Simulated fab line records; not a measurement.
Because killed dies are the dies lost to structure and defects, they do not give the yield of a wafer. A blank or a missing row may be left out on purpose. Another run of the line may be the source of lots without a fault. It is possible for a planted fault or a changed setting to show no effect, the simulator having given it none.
Struck lot and sound lot, side by side | flow n5-finfet | 16 out of 1938 route steps
Sound: wafers L520.3, L520.5, L520.6. Wafers struck: L535.1, L535.5, L535.6. The cause is given at the end.
Order at every step that has rows: each side's tool, ch and its chambers, its first start. Under that, the readings that differ: sound wafers | struck wafers | difference of the means | sigmas: that difference in standard deviations of wafers without a fault.
alike: words and numbers the same on both sides, and readings whose means are apart by under 2 such deviations; not compared: readings that were withheld, readings missing a value for some wafer, numbers with overlapping values and no deviation given by the record, and bounds like >300 which may hide the same value.
Wherever a step has rows on one side only, a row that says differs or no value, or a row with sigmas, the two part there. Numbers that have no deviation but don't overlap get no sigmas and don't part them. A reading that every wafer of one side lacks parts them only if that side has two wafers or more.

first, 2 steps without rows for these wafers: N5_ILD0_FCVD_FILL_01 (material SiO2 flowable, target thk 200 nm, time 328.3 s); N5_ILD0_CURE_02 (time 1800 s).
N5_ILD0_CMP_03: polishes, stops on SiNx, t overpolish 1.9 s, target thk 197.38 nm.
  sound on cmp-01 ch 0,2,3, day 4 03:23; struck on cmp-02 ch 0,3, day 7 13:30
  alike: motor-current-A, overpolish-run-s, time-to-endpoint-s
N5_ILD0_THK_MEAS_04:
  struck on film-metro-01, day 7 13:46; sound on film-metro-01, day 4 03:34
  alike: thk-nm
N5_ILD0_CMP_07: polishes SiO2 flowable, stops on poly-Si, t overpolish 1.18 s, target thk 138.88 nm.
  sound on cmp-04 ch 0,1,2, day 4 03:43; struck on cmp-04 ch 0,1,2, day 7 13:54
  alike: motor-current-A
N5_ILD0_THK_MEAS_08:
  struck on film-metro-01, day 7 14:05; sound on film-metro-01, day 4 03:53
  alike: thk-nm
then, 1 step without rows for these wafers: N5_ILD0_PRECLEAN_10 (cleans in NF3:NH3, afs cycles 5, time 20 s, sublimation time 60 s).
N5_ILD0_ALD_15: deposits SiNx, target thk 24 nm, pulse time 1 s, ald cycles 480.
  sound on ald-sin-04 ch 1,2,3, day 4 04:37; struck on ald-sin-03 ch 0,1,3, day 7 14:48
  alike: heater-power-outer-w, heater-power-w, precursor-pulse-height-rel
N5_ILD0_CMP_12: polishes SiNx, stops on poly-Si, t overpolish 6 s, target thk 17.67 nm.
  sound on cmp-04 ch 0,2,3, day 4 06:53; struck on cmp-01 ch 0,2,3, day 7 17:05
  reading                | sound          | struck         | difference | sigmas
  time-to-endpoint-s (s) | 32.4 31.0 31.8 | 21.5 25.6 26.4 | -7.2       | -3
  alike: motor-current-A, overpolish-run-s
N5_ILD0_THK_MEAS_13:
  struck on film-metro-02, day 7 17:18; sound on film-metro-02, day 4 07:06
  reading     | sound          | struck         | difference | sigmas
  thk-nm (nm) | 19.6 19.0 19.0 | 16.3 17.2 17.4 | -2.2       | -2
N5_ILD0_INSPECT_06: inspects for defects (darkfield).
  struck on defect-inspect-02, day 7 17:19; sound on defect-inspect-01, day 4 07:08
  alike: raw-defect-count
N5_SDB_HM_DEP_00: deposits SiNx from SiH4/NH3/N2, target thk 40 nm, time 35.3 s.
  sound on pecvd-01 ch 0,1,2, day 4 07:10; struck on pecvd-01 ch 0,1, day 7 17:22
  alike: heater-power-outer-w, heater-power-w, showerhead-plenum-p-Torr, throttle-valve-pct
N5_SDB_COAT_03: time 60 s, resist thk 100 nm.
  sound on litho-track-03 ch 0, day 4 07:15; struck on litho-track-03 ch 0, day 7 17:26
  reading                  | sound                | struck               | difference | sigmas
  heater-power-total-W (W) | 503.0 498.8 502.7    | 477.3 475.1 475.3    | -25.6      | -15
  plate-temp-C (C)         | 249.82 249.98 249.98 | 240.43 240.23 240.40 | -9.57      | -53
  alike: spin-speed-rpm
then, 1 step without rows for these wafers: N5_SDB_COAT_04 (time 60 s, resist thk 18 nm).
-- the record jumps here: 6 days lie between the struck wafers' starts before and after (it left off in module SDB and takes up again in module BEOL_M4, whose first step shown is number 1111 of the route) --
N5_BEOL_M4_RC_MEAS_101:
  sound on prober-02 ch 0, day 9 09:35; struck on prober-01 ch 0, day 13 15:34
  alike: DIBL_N, DIBL_P, IOFF_N, IOFF_P, ION_N, ION_P, SS_N, SS_P, VT_N, VT_P
-- a jump in the record: the struck wafers' starts before and after are 5 days apart (it breaks off in module BEOL_M4 and resumes in module PASSIVATION, where the first step shown is number 1936 of the route) --
N5_PASSIVATION_PROBE_49:
  struck on prober-01, day 18 05:48; sound on prober-01, day 14 05:47
  alike: defect-limited-yield, killed_at_M0_to_M3, killed_at_M4_up, killed-at-contacts, killed-at-front-end, killed-at-other, killed-dies, killed-open, killed-short, sort_bin_5_function, sort_bin_6_memory, sort-n-pass, sort-yield-pct

== WHERE THEY PART ==
At N5_ILD0_CMP_12 first; at N5_SDB_COAT_03 last (within this record only). Later steps at which nothing parts them and some readings are alike: N5_BEOL_M4_RC_MEAS_101, N5_PASSIVATION_PROBE_49.

WHY: what the simulator had put in
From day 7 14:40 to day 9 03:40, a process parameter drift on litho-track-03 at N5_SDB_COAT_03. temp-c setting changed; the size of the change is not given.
